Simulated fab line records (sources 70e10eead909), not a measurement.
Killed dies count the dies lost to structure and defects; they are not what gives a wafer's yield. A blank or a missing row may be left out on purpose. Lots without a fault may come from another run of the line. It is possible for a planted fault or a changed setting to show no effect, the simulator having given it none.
fab line records -- flow nand_harc
[record] lots = 11, wafers = 33, last_day = 32
route steps=1302 shown P_M1@315 P_M2@330 END@1302
lots with no fault: from the same line, run without faults
start_h: hours from the record's opening day to when the first of the lot's shown wafers began -- wait_h: hours elapsed since this lot's preceding step -- " the same as in the row above -- L1.1+2: a row that stands for several wafers -- - no value, or no start was given -- * or withheld: withheld -- < > ~ a bound
route shown NAME@n: a module of which the file shows steps, and the number in the route of the first -- usual: mean/standard deviation taken from wafers without a fault -- same: alike in all rows -- chamber/n: place in a boat -- sites: readings site by site -- _std_site: standard deviation across them -- _edge_site: outer sites' mean less inner sites' -- radius_mm: for every site, how far away it sits from the centre of the wafer -- mask NAME#n: copy n -- behind: tool/chamber where the wafer was last shaped -- hold: reason for holding the lot/hours on hold/outcome of the hold -- device: transistor that didn't switch, given as n, p or np -- end of line: tests of these same wafers at the route's end -- where a step has no rows: the recipe by itself -- killed: the dies lost at the first sort to structure and to defects; this is not the yield of the wafer -- map: shows each die of a wafer: x if killed, . if not, _ if none is there
set.NAME: the setting the step ran with; set.NAME@STEP: the setting that earlier step ran with -- model.NAME: the simulator's own value behind a step, which no gauge read
route steps across a sampled set of lots; one table per step, one row per wafer
services: when a tool's chamber went out of use (start_h, in hours from the record's first day, below 0 if earlier), for how many hours, and the reason
[[steps]]
[step NHARC_P_M1_INSPECT_27]
[usual] raw_defect_count = 305/120
lot.wafer,tool,chamber,start_h,wait_h,raw_defect_count
L276.1,defect_inspect-01,-,128.78,0.0,649
L276.2,defect_inspect-01,-,128.78,0.0,639
L276.6,defect_inspect-01,-,128.78,0.0,551
L277.1,defect_inspect-01,-,143.08,0.0,301
L277.4,defect_inspect-01,-,143.08,0.0,213
L277.5,defect_inspect-01,-,143.08,0.0,311
L278.1,defect_inspect-02,-,145.86,0.0,257
L278.4,defect_inspect-02,-,145.86,0.0,263
L278.5,defect_inspect-02,-,145.86,0.0,225
L281.2,defect_inspect-01,-,176.63,0.0,153
L281.4,defect_inspect-01,-,176.63,0.0,144
L281.5,defect_inspect-01,-,176.63,0.0,201
L282.1,defect_inspect-02,-,188.05,0.0,265
L282.2,defect_inspect-02,-,188.05,0.0,251
L282.6,defect_inspect-02,-,188.05,0.0,245
L285.3,defect_inspect-01,-,218.66,0.0,239
L285.4,defect_inspect-01,-,218.66,0.0,453
L285.6,defect_inspect-01,-,218.66,0.0,332
L286.1,defect_inspect-01,-,232.31,0.0,273
L286.4,defect_inspect-01,-,232.31,0.0,250
L286.5,defect_inspect-01,-,232.31,0.0,222
L289.1,defect_inspect-02,-,255.02,0.0,522
L289.2,defect_inspect-02,-,255.02,0.0,460
L289.3,defect_inspect-02,-,255.02,0.0,200
L290.2,defect_inspect-01,-,279.40,0.0,258
L290.5,defect_inspect-01,-,279.40,0.0,376
L290.6,defect_inspect-01,-,279.40,0.0,340
L298.1,defect_inspect-02,-,347.50,0.0,226
L298.4,defect_inspect-02,-,347.50,0.0,155
L298.6,defect_inspect-02,-,347.50,0.0,169
L299.1,defect_inspect-02,-,354.56,0.0,364
L299.3,defect_inspect-02,-,354.56,0.0,379
L299.5,defect_inspect-02,-,354.56,0.0,445
[step NHARC_P_M2_INSPECT_11]
[usual] raw_defect_count = 5/3.1
lot.wafer,tool,chamber,start_h,wait_h,raw_defect_count
L276.1,defect_inspect-02,-,130.29,0.0,8
L276.2,defect_inspect-02,-,130.29,0.0,7
L276.6,defect_inspect-02,-,130.29,0.0,12
L277.1,defect_inspect-01,-,144.60,0.0,2
L277.4,defect_inspect-01,-,144.60,0.0,4
L277.5,defect_inspect-01,-,144.60,0.0,3
L278.1,defect_inspect-02,-,147.37,0.0,1
L278.4,defect_inspect-02,-,147.37,0.0,4
L278.5,defect_inspect-02,-,147.37,0.0,2
L281.2,defect_inspect-01,-,178.15,0.0,7
L281.4,defect_inspect-01,-,178.15,0.0,11
L281.5,defect_inspect-01,-,178.15,0.0,2
L282.1,defect_inspect-02,-,189.55,0.0,4
L282.2,defect_inspect-02,-,189.55,0.0,6
L282.6,defect_inspect-02,-,189.55,0.0,4
L285.3,defect_inspect-02,-,220.17,0.0,3
L285.4,defect_inspect-02,-,220.17,0.0,2
L285.6,defect_inspect-02,-,220.17,0.0,1
L286.1,defect_inspect-01,-,233.84,0.0,7
L286.4,defect_inspect-01,-,233.84,0.0,1
L286.5,defect_inspect-01,-,233.84,0.0,1
L289.1,defect_inspect-02,-,256.54,0.0,7
L289.2,defect_inspect-02,-,256.54,0.0,1
L289.3,defect_inspect-02,-,256.54,0.0,9
L290.2,defect_inspect-01,-,280.81,0.0,2
L290.5,defect_inspect-01,-,280.81,0.0,3
L290.6,defect_inspect-01,-,280.81,0.0,2
L298.1,defect_inspect-01,-,348.90,0.0,15
L298.4,defect_inspect-01,-,348.90,0.0,6
L298.6,defect_inspect-01,-,348.90,0.0,5
L299.1,defect_inspect-01,-,356.07,0.0,5
L299.3,defect_inspect-01,-,356.07,0.0,5
L299.5,defect_inspect-01,-,356.07,0.0,10
[step NHARC_P_M2_STRIP_18]
[recipe] power_w = 1000, n2_flow_sccm = 150, h2_flow_sccm = 150, ar_flow_sccm = 0, bias_w = 0, chemistry = N2/H2
[usual] chamber_pressure_mTorr = 29.999/0.025, drypump_motor_current_A = 5.8/0.41, oes_product_au = 0.997/0.014, rf_vpp_V = 90.8/1.1, showerhead_plenum_p_Torr = 2.07/0.085, throttle_valve_pct = 14.171/0.0083
lot.wafer,tool,chamber,start_h,wait_h,chamber_pressure_mTorr,drypump_motor_current_A,oes_product_au,rf_hours_counter_h,rf_vpp_V,showerhead_plenum_p_Torr,throttle_valve_pct
L276.2,rie_diel-05,3,130.73,0.1,29.979,6.3,1.018,7,91.5,2.17,14.178
L276.1,rie_diel-05,0,130.73,0.1,30.009,5.1,1.001,7,92.3,2.16,14.171
L276.6,rie_diel-05,2,130.73,0.1,30.016,6.2,0.990,-,91.5,2.19,14.175
L277.1,rie_diel-13,2,145.14,0.1,29.999,5.7,1.022,9,91.1,2.13,14.180
L277.4,rie_diel-13,3,145.14,0.1,30.009,5.5,0.990,11,90.0,1.91,14.165
L277.5,rie_diel-13,1,145.14,0.1,29.986,6.0,1.022,-,90.6,2.08,14.165
L278.4,rie_diel-03,1,147.88,0.1,29.990,6.2,0.986,3,90.1,2.02,14.177
L278.1,rie_diel-03,2,147.88,0.1,29.975,6.2,0.984,3,90.8,2.12,14.159
L278.5,rie_diel-03,0,147.88,0.1,30.037,5.3,0.982,-,91.9,2.16,14.174
L281.4,rie_diel-03,1,178.61,0.1,29.990,6.3,0.988,3,89.1,2.02,14.173
L281.2,rie_diel-03,3,178.61,0.1,29.953,5.3,1.004,4,92.9,2.04,14.167
L281.5,rie_diel-03,0,178.61,0.1,29.985,5.3,0.993,-,90.4,2.16,14.169
L282.2,rie_diel-13,1,190.01,0.1,29.964,6.0,1.011,0,90.3,2.07,14.167
L282.1,rie_diel-13,3,190.01,0.1,29.960,5.5,0.989,0,88.6,1.90,14.159
L282.6,rie_diel-13,1,190.01,0.1,29.940,6.0,0.999,-,88.5,2.07,14.184
L285.3,rie_diel-05,0,220.61,0.1,30.032,5.1,1.014,12,90.4,2.16,14.170
L285.6,rie_diel-05,0,220.61,0.1,29.988,5.1,0.995,-,91.4,2.15,14.173
L285.4,rie_diel-05,3,220.61,0.1,29.978,6.3,1.017,-,91.5,2.16,14.161
L286.4,rie_diel-03,1,234.31,0.1,30.017,6.2,1.014,6,91.0,2.01,14.166
L286.1,rie_diel-03,3,234.31,0.1,29.951,5.3,1.003,6,92.3,2.04,14.161
L286.5,rie_diel-03,1,234.31,0.1,30.004,6.2,1.005,-,90.1,2.01,14.162
L289.2,rie_diel-13,2,256.98,0.1,30.024,5.7,1.008,7,91.4,2.13,14.171
L289.3,rie_diel-13,3,256.98,0.1,29.967,5.5,0.980,6,90.0,1.90,14.170
L289.1,rie_diel-13,0,256.98,0.1,29.996,5.8,0.996,7,89.9,1.96,14.175
L290.2,rie_diel-03,0,281.25,0.1,29.957,5.3,0.991,8,92.3,2.16,14.176
L290.5,rie_diel-03,0,281.25,0.1,30.021,5.3,0.997,-,90.1,2.16,14.166
L290.6,rie_diel-03,1,281.25,0.1,29.981,6.2,0.988,-,90.7,2.01,14.169
L298.4,rie_diel-03,0,349.36,0.1,29.997,5.3,0.965,4,91.7,2.16,14.175
L298.1,rie_diel-03,2,349.36,0.1,30.024,6.2,0.972,4,90.0,2.12,14.167
L298.6,rie_diel-03,3,349.36,0.1,30.068,5.3,1.001,-,92.7,2.04,14.176
L299.3,rie_diel-13,0,356.51,0.1,30.016,5.8,1.000,1,90.1,1.96,14.165
L299.1,rie_diel-13,2,356.51,0.1,29.984,5.7,1.010,1,91.2,2.13,14.171
L299.5,rie_diel-13,1,356.51,0.1,29.999,6.0,1.034,-,92.6,2.07,14.166
[step NHARC_P_M2_ETCH_28]
[recipe] target_depth_a = 300, over_etch_frac = 0.3, time_s = 72.99, ion_energy_ev = 150, cf4_flow_sccm = 50, n2_flow_sccm = 100, ar_flow_sccm = 150, rf_w = 300, bias_w = 100, chemistry = CF4/N2
[usual] chamber_pressure_mTorr = 30.002/0.026, drypump_motor_current_A = 5.8/0.4, oes_product_au = 0.997/0.014, rf_vpp_V = 314.6/1.9, run_length_s = 94.2/0.5, showerhead_plenum_p_Torr = 2.66/0.1, throttle_valve_pct = 19.794/0.0083
lot.wafer,tool,chamber,start_h,wait_h,chamber_pressure_mTorr,drypump_motor_current_A,oes_product_au,rf_hours_counter_h,rf_vpp_V,run_length_s,showerhead_plenum_p_Torr,throttle_valve_pct
L276.2,rie_diel-05,3,131.02,-,29.972,6.3,1.015,7,314.9,94.9,2.77,19.790
L276.1,rie_diel-05,0,131.02,-,29.972,5.1,1.000,7,317.3,94.0,2.77,19.804
L276.6,rie_diel-05,2,131.02,-,30.028,6.3,0.996,-,316.9,94.9,2.80,19.813
L277.1,rie_diel-13,2,145.33,-,29.993,5.7,1.026,9,316.4,93.9,2.74,19.785
L277.4,rie_diel-13,3,145.33,-,30.031,5.5,0.994,11,311.7,94.6,2.47,19.793
L277.5,rie_diel-13,2,145.33,-,30.000,5.7,1.002,-,319.0,93.9,2.74,19.776
L278.4,rie_diel-03,1,148.10,-,29.997,6.2,0.985,3,313.3,94.5,2.60,19.794
L278.1,rie_diel-03,2,148.10,-,29.992,6.2,0.977,3,315.8,93.9,2.73,19.798
L278.5,rie_diel-03,0,148.10,-,30.011,5.3,0.985,-,315.5,93.7,2.77,19.808
L281.2,rie_diel-03,1,178.82,-,30.027,6.3,0.991,3,314.2,94.9,2.60,19.789
L281.4,rie_diel-03,0,178.82,-,29.981,5.3,0.990,4,316.7,93.7,2.77,19.789
L281.5,rie_diel-03,1,178.82,-,30.070,6.3,0.990,-,313.1,94.5,2.60,19.787
L282.2,rie_diel-13,1,190.24,-,30.056,6.0,1.003,0,314.3,94.6,2.67,19.804
L282.1,rie_diel-13,2,190.24,-,30.025,5.7,1.006,0,314.3,93.9,2.74,19.812
L282.6,rie_diel-13,1,190.24,-,29.963,6.0,1.007,-,316.5,94.6,2.67,19.786
L285.3,rie_diel-05,3,220.90,-,29.977,6.3,1.004,12,315.2,94.3,2.77,19.787
L285.6,rie_diel-05,3,220.90,-,30.005,6.3,1.002,-,317.2,94.9,2.77,19.807
L285.4,rie_diel-05,0,220.90,-,30.044,5.1,0.998,-,316.2,94.4,2.76,19.793
L286.4,rie_diel-03,0,234.52,-,30.003,5.3,0.998,7,316.7,93.2,2.77,19.814
L286.1,rie_diel-03,2,234.52,-,30.017,6.2,0.999,6,315.6,93.8,2.72,19.792
L286.5,rie_diel-03,0,234.52,-,30.024,5.3,0.990,-,316.8,93.4,2.77,19.806
L289.2,rie_diel-13,2,257.22,-,30.000,5.7,0.996,7,315.7,94.5,2.73,19.796
L289.1,rie_diel-13,3,257.22,-,30.011,5.5,0.976,6,311.7,94.9,2.46,19.792
L289.3,rie_diel-13,0,257.22,-,30.024,5.8,0.993,7,311.0,69.8,2.54,19.804
L290.2,rie_diel-13,0,281.53,-,30.008,5.8,1.002,7,312.6,69.7,2.54,19.806
L290.6,rie_diel-13,2,281.53,-,30.003,5.6,1.017,-,317.2,94.1,2.73,19.794
L290.5,rie_diel-13,3,281.53,-,30.050,5.5,0.980,-,311.9,94.7,2.46,19.782
L298.1,rie_diel-03,2,349.58,-,29.988,6.2,0.977,4,315.3,93.9,2.72,19.799
L298.4,rie_diel-03,3,349.58,-,29.995,5.3,0.993,4,315.0,94.2,2.62,19.778
L298.6,rie_diel-03,3,349.58,-,29.993,5.3,0.998,-,312.8,94.6,2.62,19.784
L299.1,rie_diel-13,0,356.75,-,30.007,5.8,0.997,1,313.1,93.5,2.53,19.804
L299.3,rie_diel-13,1,356.75,-,30.014,6.0,1.012,1,314.9,93.9,2.66,19.784
L299.5,rie_diel-13,0,356.75,-,30.023,5.8,0.998,-,312.4,93.6,2.53,19.795
[step NHARC_END_SORT_01]
[recipe] temp_c = 25
[usual] defect_limited_yield = 91.0/2.8, killed_at_array = 56/19, killed_at_other = 0.6/1, killed_at_periphery = 3.9/2.7, killed_dies = 61/19, killed_open = 3.3/1.9, killed_short = 2.4/1.7
[same] gross_dies = 677
lot.wafer,tool,chamber,start_h,wait_h,hold,defect_limited_yield[%],killed_at_array,killed_at_other,killed_at_periphery,killed_dies,killed_open,killed_short
L276.1,prober-01,0,566.09,2.5,-,90.0,59,0,9,68,4,2
L276.2,prober-01,0,566.90,2.8,-,92.5,46,1,4,51,1,1
L276.6,prober-01,0,570.13,4.0,-,91.1,46,1,13,60,6,3
L278.1,prober-02,0,580.27,2.5,-,84.8,97,4,2,103,5,4
L278.4,prober-02,0,582.72,3.4,-,86.6,86,0,5,91,3,1
L278.5,prober-02,0,583.53,3.8,-,85.8,93,0,3,96,4,4
L277.1,prober-01,0,585.96,2.5,-,95.9,26,0,2,28,4,0
L277.4,prober-01,0,588.37,3.4,-,95.3,29,1,2,32,1,3
L277.5,prober-01,0,589.17,3.7,-,95.3,26,1,5,32,2,0
L281.2,prober-02,0,615.41,2.8,-,88.3,72,0,7,79,2,3
L281.4,prober-02,0,617.05,3.4,-,90.5,56,1,7,64,9,1
L281.5,prober-02,0,617.87,3.8,-,89.5,63,2,6,71,9,5
L282.1,prober-02,0,645.79,2.5,-,92.3,51,0,1,52,2,4
L282.2,prober-02,0,646.59,2.8,-,90.5,62,0,2,64,4,3
L282.6,prober-02,0,649.81,4.0,-,90.5,64,0,0,64,2,4
L285.3,prober-01,0,654.64,3.1,-,94.8,33,0,2,35,4,3
L285.4,prober-01,0,655.45,3.4,-,96.0,25,0,2,27,3,1
L285.6,prober-01,0,657.07,4.0,-,94.5,32,3,2,37,4,1
L286.1,prober-02,0,666.52,2.5,-,88.8,71,2,3,76,2,4
L286.4,prober-02,0,668.91,3.4,-,86.7,87,1,2,90,6,5
L286.5,prober-02,0,669.71,3.7,-,89.8,65,2,2,69,2,0
L289.1,prober-02,0,683.20,2.5,await_dispo/2.8h/release,91.0,55,0,6,61,3,1
L289.2,prober-02,0,684.02,2.8,await_dispo/2.8h/release,89.5,71,0,0,71,4,3
L289.3,prober-02,0,684.83,3.1,await_dispo/2.8h/release,0.9,58,0,613,671,4,3
L290.2,prober-01,0,725.78,2.8,await_dispo/3.6h/release,1.2,49,2,618,669,1,1
L290.5,prober-01,0,728.16,3.7,await_dispo/3.6h/release,87.9,79,1,2,82,3,1
L290.6,prober-01,0,728.95,4.0,await_dispo/3.6h/release,87.9,80,1,1,82,5,1
L298.1,prober-01,0,771.49,2.5,-,90.3,53,0,13,66,2,6
L298.4,prober-01,0,773.89,3.4,-,93.5,37,2,5,44,3,0
L298.6,prober-01,0,775.49,4.0,-,92.2,50,0,3,53,5,2
L299.1,prober-02,0,772.83,2.5,-,88.9,69,0,6,75,2,7
L299.3,prober-02,0,774.44,3.1,-,88.9,75,0,0,75,2,6
L299.5,prober-02,0,776.06,3.7,-,87.0,79,0,9,88,3,1
// killed by level:class
L276.1 A_CHANNEL_HOLE_D1:chamber_film_flake=31 A_CHANNEL_HOLE_D2:chamber_film_flake=9 A_CONTACT:chamber_film_flake=5 A_STAIRCASE:chamber_film_flake=4 P_ZERO_WELL:chamber_film_flake=3 A_WL_FILL:chamber_film_flake=3 P_CONTACT:geometric_particle:open=2 A_CHANNEL_FILL_D2:geometric_particle:short=2
L276.2 A_CHANNEL_HOLE_D1:chamber_film_flake=27 A_CONTACT:chamber_film_flake=6 A_CHANNEL_HOLE_D2:chamber_film_flake=4 P_M1:chamber_film_flake=3 A_ZERO_WELL:chamber_film_flake=2 A_STAIRCASE:chamber_film_flake=2 A_DECK1_JOINT:chamber_film_flake=2 A_WL_FILL:geometric_particle:short=1
L276.6 A_CHANNEL_HOLE_D1:chamber_film_flake=30 P_ZERO_WELL:chamber_film_flake=5 A_STAIRCASE:chamber_film_flake=5 P_M1:chamber_film_flake=3 A_CHANNEL_HOLE_D2:chamber_film_flake=3 P_M0:geometric_particle:open=2 A_WL_FILL:geometric_particle:open=2 P_CONTACT:geometric_particle:short=1
L278.1 A_CHANNEL_HOLE_D1:chamber_film_flake=36 A_CHANNEL_HOLE_D2:chamber_film_flake=25 A_SLIT:chamber_film_flake=23 A_STAIRCASE:chamber_film_flake=4 THIN_TSV:chamber_film_flake=3 A_CONTACT:chamber_film_flake=2 P_CONTACT:geometric_particle:open=1 P_M0:geometric_particle:open=1
L278.4 A_SLIT:chamber_film_flake=34 A_CHANNEL_HOLE_D2:chamber_film_flake=21 A_CHANNEL_HOLE_D1:chamber_film_flake=21 A_STAIRCASE:chamber_film_flake=2 A_SGD_CUT:chamber_film_flake=2 A_CONTACT:chamber_film_flake=2 P_M0:geometric_particle:open=1 A_CHANNEL_HOLE_D2:geometric_particle:short=1
L278.5 A_SLIT:chamber_film_flake=32 A_CHANNEL_HOLE_D1:chamber_film_flake=24 A_CHANNEL_HOLE_D2:chamber_film_flake=19 A_STAIRCASE:chamber_film_flake=5 A_CONTACT:chamber_film_flake=5 P_M0:geometric_particle:open=2 A_ONON_D1:geometric_particle:short=2 A_CHANNEL_FILL_D1:geometric_particle:short=1
L277.1 A_STAIRCASE:chamber_film_flake=8 A_CONTACT:chamber_film_flake=5 A_WL_FILL:chamber_film_flake=3 A_CONTACT:unspecified=3 A_CHANNEL_HOLE_D1:chamber_film_flake=2 P_CONTACT:geometric_particle:open=1 A_DECK1_JOINT:geometric_particle:open=1 A_CHANNEL_FILL_D2:geometric_particle:open=1
L277.4 A_CHANNEL_HOLE_D2:chamber_film_flake=9 A_STAIRCASE:chamber_film_flake=9 A_CONTACT:chamber_film_flake=4 A_CONTACT:geometric_particle:short=2 P_BONDPAD:chamber_film_flake=2 A_WL_FILL:geometric_particle:short=1 A_BLC:geometric_particle:open=1 A_CHANNEL_HOLE_D1:chamber_film_flake=1
L277.5 A_CHANNEL_HOLE_D2:chamber_film_flake=7 A_CONTACT:chamber_film_flake=7 A_CONTACT:unspecified=5 P_BONDPAD:chamber_film_flake=3 A_STAIRCASE:chamber_film_flake=3 P_GATE:chamber_film_flake=2 A_CHANNEL_FILL_D2:geometric_particle:open=1 A_STAIRCASE:geometric_particle:open=1
L281.2 A_SLIT:chamber_film_flake=35 A_CHANNEL_HOLE_D2:chamber_film_flake=10 A_STAIRCASE:chamber_film_flake=10 A_CHANNEL_HOLE_D1:chamber_film_flake=4 P_STI:chamber_film_flake=3 A_CONTACT:chamber_film_flake=3 P_ZERO_WELL:chamber_film_flake=2 P_M2:chamber_film_flake=2
L281.4 A_SLIT:chamber_film_flake=27 A_CONTACT:chamber_film_flake=7 A_CHANNEL_HOLE_D2:chamber_film_flake=5 P_ZERO_WELL:chamber_film_flake=4 A_STAIRCASE:chamber_film_flake=4 P_CONTACT:geometric_particle:open=2 A_SGD_CUT:geometric_particle:open=2 A_CHANNEL_HOLE_D1:chamber_film_flake=2
L281.5 A_SLIT:chamber_film_flake=24 A_CHANNEL_HOLE_D2:chamber_film_flake=10 A_STAIRCASE:chamber_film_flake=7 A_CHANNEL_HOLE_D1:chamber_film_flake=5 A_WL_FILL:geometric_particle:short=4 A_M0:geometric_particle:open=4 A_WL_FILL:chamber_film_flake=3 A_CONTACT:chamber_film_flake=2
L282.1 A_SLIT:chamber_film_flake=24 A_CHANNEL_HOLE_D2:chamber_film_flake=13 A_STAIRCASE:chamber_film_flake=5 A_CHANNEL_HOLE_D1:chamber_film_flake=2 A_CONTACT:chamber_film_flake=2 P_STI:geometric_particle:short=1 A_ONON_D2:geometric_particle:short=1 A_CHANNEL_FILL_D2:geometric_particle:short=1
L282.2 A_SLIT:chamber_film_flake=39 A_CHANNEL_HOLE_D2:chamber_film_flake=9 A_ONON_D2:geometric_particle:open=3 A_CONTACT:chamber_film_flake=3 A_SOURCE_PLATE:geometric_particle:short=1 A_CHANNEL_HOLE_D1:geometric_particle:open=1 A_ONON_D2:geometric_particle:short=1 A_CHANNEL_FILL_D2:geometric_particle:short=1
L282.6 A_SLIT:chamber_film_flake=34 A_CHANNEL_HOLE_D2:chamber_film_flake=12 A_CHANNEL_HOLE_D1:chamber_film_flake=6 A_CONTACT:chamber_film_flake=5 A_M0:geometric_particle:open=2 A_SOURCE_PLATE:geometric_particle:short=1 A_ONON_D1:geometric_particle:short=1 A_CHANNEL_HOLE_D1:geometric_particle:short=1
L285.3 A_CHANNEL_HOLE_D2:chamber_film_flake=15 A_CHANNEL_HOLE_D1:chamber_film_flake=7 P_CONTACT:geometric_particle:open=2 A_CHANNEL_FILL_D2:chamber_film_flake=2 A_STAIRCASE:chamber_film_flake=2 A_CHANNEL_HOLE_D1:geometric_particle:open=1 A_CHANNEL_HOLE_D1:geometric_particle:short=1 A_CHANNEL_FILL_D1:geometric_particle:short=1
L285.4 A_CHANNEL_HOLE_D2:chamber_film_flake=11 A_CHANNEL_FILL_D2:chamber_film_flake=5 A_DECK1_JOINT:chamber_film_flake=3 P_M1:geometric_particle:open=1 A_CHANNEL_FILL_D2:geometric_particle:open=1 A_WL_FILL:geometric_particle:open=1 A_BLC:geometric_particle:short=1 P_ZERO_WELL:chamber_film_flake=1
L285.6 A_CHANNEL_HOLE_D2:chamber_film_flake=16 A_CHANNEL_FILL_D2:chamber_film_flake=5 A_SLIT:chamber_film_flake=5 A_CHANNEL_HOLE_D1:chamber_film_flake=2 A_CONTACT:chamber_film_flake=2 THIN_TSV:chamber_film_flake=2 P_GATE:geometric_particle:open=1 P_CONTACT:geometric_particle:open=1
L286.1 A_CHANNEL_HOLE_D1:chamber_film_flake=28 A_SLIT:chamber_film_flake=19 A_CHANNEL_HOLE_D2:chamber_film_flake=7 A_CONTACT:chamber_film_flake=5 A_CHANNEL_FILL_D2:geometric_particle:open=2 P_GATE:chamber_film_flake=2 A_DECK1_JOINT:chamber_film_flake=2 A_M1:chamber_film_flake=2
L286.4 A_CHANNEL_HOLE_D1:chamber_film_flake=43 A_SLIT:chamber_film_flake=19 A_CHANNEL_HOLE_D2:chamber_film_flake=8 A_M1:chamber_film_flake=3 A_CHANNEL_FILL_D2:geometric_particle:open=2 A_M1:geometric_particle:open=2 A_CONTACT:chamber_film_flake=2 P_CONTACT:geometric_particle:short=1
L286.5 A_CHANNEL_HOLE_D1:chamber_film_flake=26 A_SLIT:chamber_film_flake=25 A_CHANNEL_HOLE_D2:chamber_film_flake=5 P_CONTACT:geometric_particle:open=2 A_DECK1_JOINT:chamber_film_flake=2 A_CONTACT:chamber_film_flake=2 A_M1:chamber_film_flake=2 THIN_TSV:chamber_film_flake=2
L289.1 A_CHANNEL_HOLE_D1:chamber_film_flake=23 A_CHANNEL_HOLE_D2:chamber_film_flake=14 A_M0:chamber_film_flake=5 P_GATE:chamber_film_flake=4 A_SLIT:chamber_film_flake=4 A_CONTACT:chamber_film_flake=4 A_STAIRCASE:chamber_film_flake=3 P_CONTACT:geometric_particle:short=1
L289.2 A_CHANNEL_HOLE_D1:chamber_film_flake=29 A_CHANNEL_HOLE_D2:chamber_film_flake=19 A_CONTACT:chamber_film_flake=6 A_M0:chamber_film_flake=3 A_STAIRCASE:chamber_film_flake=3 A_WL_FILL:chamber_film_flake=2 A_SOURCE_PLATE:geometric_particle:short=1 A_CHANNEL_FILL_D1:geometric_particle:open=1
L289.3 P_M2:area_etch=607 A_CHANNEL_HOLE_D1:chamber_film_flake=25 A_CHANNEL_HOLE_D2:chamber_film_flake=11 A_CONTACT:chamber_film_flake=5 P_GATE:chamber_film_flake=4 A_WL_FILL:chamber_film_flake=4 A_M0:chamber_film_flake=4 A_ONON_D1:geometric_particle:short=2
L290.2 P_M2:area_etch=615 A_CHANNEL_HOLE_D1:chamber_film_flake=30 A_SLIT:chamber_film_flake=16 THIN_TSV:chamber_film_flake=2 P_M0:geometric_particle:open=1 A_CHANNEL_HOLE_D1:geometric_particle:short=1 P_ZERO_WELL:chamber_film_flake=1 P_GATE:chamber_film_flake=1
L290.5 A_CHANNEL_HOLE_D1:chamber_film_flake=38 A_SLIT:chamber_film_flake=27 A_CONTACT:chamber_film_flake=7 A_WL_FILL:chamber_film_flake=2 P_M2:geometric_particle:open=1 A_DECK1_JOINT:geometric_particle:short=1 A_ONON_D2:geometric_particle:open=1 A_CHANNEL_HOLE_D2:geometric_particle:open=1
L290.6 A_SLIT:chamber_film_flake=37 A_CHANNEL_HOLE_D1:chamber_film_flake=31 A_STAIRCASE:chamber_film_flake=3 A_ONON_D1:geometric_particle:open=2 A_ONON_D2:geometric_particle:open=2 A_CONTACT:chamber_film_flake=2 A_DECK1_JOINT:geometric_particle:open=1 A_M0:geometric_particle:short=1
L298.1 A_SLIT:chamber_film_flake=30 P_STI:chamber_film_flake=11 A_CHANNEL_HOLE_D2:chamber_film_flake=5 A_CONTACT:chamber_film_flake=4 A_WL_FILL:geometric_particle:short=3 A_CHANNEL_HOLE_D1:chamber_film_flake=3 A_STAIRCASE:chamber_film_flake=2 P_M0:geometric_particle:short=1
L299.1 A_CHANNEL_HOLE_D2:chamber_film_flake=22 A_CONTACT:chamber_film_flake=17 A_SLIT:chamber_film_flake=8 A_CHANNEL_HOLE_D1:chamber_film_flake=6 A_ZERO_WELL:chamber_film_flake=4 A_WL_FILL:geometric_particle:short=2 P_ZERO_WELL:chamber_film_flake=2 P_STI:chamber_film_flake=2
L298.4 A_SLIT:chamber_film_flake=22 A_CONTACT:chamber_film_flake=5 P_STI:chamber_film_flake=4 A_STAIRCASE:chamber_film_flake=4 A_ZERO_WELL:chamber_film_flake=2 THIN_TSV:chamber_film_flake=2 P_CONTACT:geometric_particle:open=1 A_ONON_D2:geometric_particle:open=1
L299.3 A_CHANNEL_HOLE_D2:chamber_film_flake=24 A_CHANNEL_HOLE_D1:chamber_film_flake=23 A_CONTACT:chamber_film_flake=14 A_ONON_D1:geometric_particle:short=2 A_CHANNEL_FILL_D1:geometric_particle:short=2 A_ZERO_WELL:chamber_film_flake=2 A_SLIT:chamber_film_flake=2 A_DECK1_JOINT:geometric_particle:open=1
L298.6 A_SLIT:chamber_film_flake=33 A_CHANNEL_HOLE_D2:chamber_film_flake=4 A_CONTACT:chamber_film_flake=3 A_CHANNEL_FILL_D1:geometric_particle:open=2 P_STI:chamber_film_flake=2 A_CHANNEL_HOLE_D1:chamber_film_flake=2 P_M1:geometric_particle:open=1 A_CHANNEL_FILL_D2:geometric_particle:short=1
L299.5 A_CHANNEL_HOLE_D1:chamber_film_flake=24 A_CHANNEL_HOLE_D2:chamber_film_flake=22 A_CONTACT:chamber_film_flake=13 A_SLIT:chamber_film_flake=8 P_ZERO_WELL:chamber_film_flake=5 A_STAIRCASE:chamber_film_flake=4 A_ZERO_WELL:chamber_film_flake=4 A_CHANNEL_FILL_D1:geometric_particle:open=2
[[services]]
tool,chamber,start_h,hours,kind
rie_diel-13,0,113.11,3.9,repair
rie_diel-03,0,113.30,-,clean
rie_diel-03,1,113.30,-,clean
rie_diel-03,2,113.30,-,clean
rie_diel-03,3,113.30,-,clean
rie_diel-13,1,116.26,6.8,repair
rie_diel-13,0,119.50,-,clean
rie_diel-13,2,119.50,-,clean
rie_diel-13,3,119.50,-,clean
rie_diel-13,3,126.72,3.4,repair
rie_diel-03,0,137.80,-,clean
rie_diel-03,1,137.80,-,clean
rie_diel-03,2,137.80,-,clean
rie_diel-03,0,161.49,4.4,repair
rie_diel-13,-,165.00,9.0,pm
rie_diel-05,2,187.13,9.8,repair
rie_diel-05,1,206.05,36.7,repair
rie_diel-05,-,229.60,9.0,pm
rie_diel-05,0,242.34,10.0,repair
rie_diel-13,-,254.43,1.1,repair
rie_diel-03,-,281.40,9.0,pm
rie_diel-05,0,292.45,5.7,repair
rie_diel-05,0,309.99,12.3,repair
rie_diel-13,-,342.00,9.0,pm
[[key]]
[first_sign] step = NHARC_P_M2_ETCH_28, reading = run_length_s, direction = down, sigmas = 49, usual = *, struck = *
[effect] step = NHARC_END_SORT_01, reading = killed_at_periphery, direction = up, sigmas = 99+, usual = 3.9, struck = 615.5
[more_kills_born_at] NHARC_P_M2_ETCH_28@rie_diel-13 = 1222
met_at NHARC_P_M2_ETCH_28
struck_lots L289,L290
struck_wafers L289.3,L290.2
later_rows_left_out L289.3,L290.2
not_acting_at NHARC_P_M1_INSPECT_27,NHARC_P_M2_INSPECT_11,NHARC_P_M2_STRIP_18
[fault] kind = process_parameter_drift, tool = rie_diel-13, chamber = 0, onset_h = 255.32, steps = NHARC_P_M2_ETCH_28, channel = time_s, offset = *, shape = step, end_h = 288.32, acts_in = *, stated = *
// later_rows_left_out: the simulator's readings of these wafers behind a module that went badly wrong aren't trusted and aren't shown, but for the sort
